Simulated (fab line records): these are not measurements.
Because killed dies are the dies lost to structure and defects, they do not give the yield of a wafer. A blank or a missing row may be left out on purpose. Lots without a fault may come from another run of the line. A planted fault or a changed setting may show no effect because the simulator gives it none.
Split-lot study | flow n5-finfet | 21 wafers read across 7 lots, on a route 1938 steps long

ABOUT THE SPLIT
At N5_BEOL_M9_ILD_DEP_00 (deposits SiCOH lowk from DEMS/porogen, target thk 308.51 nm, time 58 s), the setting time-s was moved away from the recipe's 58 s on 2 of the 21 wafers read, by -12.2% to +12.3%. This setting was run at the recipe's value on the other wafers.

FROM THE SPLIT TO THE READING: what the file shows between them, 1 step
- N5_BEOL_M9_CURE_71: cures SiCOH lowk, time 240 s

THE READING
M9_ILD_THK in nanometres, read at N5_BEOL_M9_THK_MEAS_01. Typical for fault-free wafers on this fab line: 267 nm, with standard deviation 3.7 nm.

wafer  | tool, chamber at the split | time-s as run, s | against the recipe | M9_ILD_THK, nm | against lot-mates on the recipe
L079.2 | pecvd-01, 1                | 58               | recipe             | 260            | -
L079.3 | pecvd-01, 2                | 58               | recipe             | 261            | -
L079.4 | pecvd-01, 2                | 58               | recipe             | 263            | -
L081.3 | pecvd-04, 0                | 50.91            | -12.2%             | 235            | -37
L081.5 | pecvd-04, 1                | 58               | recipe             | 273            | -
L081.6 | pecvd-04, 2                | 58               | recipe             | 271            | -
L085.1 | pecvd-01, 0                | 58               | recipe             | 265            | -
L085.4 | pecvd-01, 1                | 58               | recipe             | 265            | -
L085.6 | pecvd-01, 2                | 58               | recipe             | 269            | -
L088.2 | pecvd-01, 2                | 58               | recipe             | 267            | -
L088.3 | pecvd-01, 1                | 58               | recipe             | 265            | -
L088.4 | pecvd-01, 1                | 58               | recipe             | 267            | -
L089.2 | pecvd-04, 1                | 58               | recipe             | 266            | -
L089.5 | pecvd-04, 2                | 58               | recipe             | 270            | -
L089.6 | pecvd-04, 1                | 58               | recipe             | 268            | -
L094.2 | pecvd-01, 1                | 58               | recipe             | 263            | -
L094.3 | pecvd-01, 2                | 58               | recipe             | 266            | -
L094.4 | pecvd-01, 1                | 65.14            | +12.3%             | 305            | +40
L096.1 | pecvd-03, 0                | 58               | recipe             | 266            | -
L096.2 | pecvd-03, 1                | 58               | recipe             | 262            | -
L096.4 | pecvd-03, 1                | 58               | recipe             | 269            | -

THE FIT
A straight line over all 21 wafers: M9_ILD_THK changes by +2.85 nm for each +1% of time-s; r = +0.95; the points scatter about the line by 3.5 nm.
The same after taking each lot's own level away (the mean of its wafers on the recipe; 21 wafers): +3.16 nm for each +1%; r = +0.99; scatter 1.8 nm.
On that fit, the largest move of time-s shifts the reading by 39 nm.
The lots' own levels span 261.3 to 272.0 nm, that is 2.9 times the standard deviation above.
Consequently the slope shifts little with the lot-to-lot level, the two slopes agreeing.
Check: with one of the wafers moved furthest among these (+12.3%) left out of the fit, the line predicts +37.3 nm for it against its lot-mates. It came out at +40.5 nm against them.

OTHER SPLITS APPLIED TO THESE WAFERS
Before the reading, these wafers also passed through other splits. Each is held against what the fit with the lots' levels taken away leaves over:
other split on the same wafers   | wafers away from the commonest value | r with M9_ILD_THK (lot level and that fit taken away)
N5_BEOL_M4_DESCUM_16 time-s      | 4                                    | +0.41
N5_BEOL_M4_VIA_ETCH_34 source-w  | 6                                    | +0.33
N5_BEOL_M5_COAT_71 spin-rpm      | 10                                   | +0.32
N5_BEOL_M6_ETCH_66 bias-w        | 8                                    | +0.04
N5_BEOL_M6_TRENCH_ETCH_37 time-s | 4                                    | -0.38
N5_BEOL_M8_DEP_56 time-s         | 9                                    | -0.17

THE WHOLE CHAIN: every reading that the file lists as answering this split, in the file's order
step                   | what it does                                                           | reading                                                                                  | change (the file's fit)              | r (the file's)
N5_BEOL_M9_ILD_DEP_00  | deposits SiCOH lowk from DEMS/porogen, target thk 308.51 nm, time 58 s | SiCOH_lowk_of_BEOL_M9_ILD_DEP_00.thk-nm (the simulator's own value, which no gauge read) | +3.51 nm for each +1% of the setting | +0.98
N5_BEOL_M9_CURE_71     | cures SiCOH lowk, time 240 s                                           | SiCOH_lowk_of_BEOL_M9_ILD_DEP_00.thk-nm (the simulator's own value, which no gauge read) | +3.1 nm for each +1% of the setting  | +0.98
N5_BEOL_M9_THK_MEAS_01 |                                                                        | M9_ILD_THK                                                                               | +3.12 for each +1% of the setting    | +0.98

THE FILE'S OWN FIT
M9_ILD_THK changes by +3.12 nm for each +1% of time-s, r = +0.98.
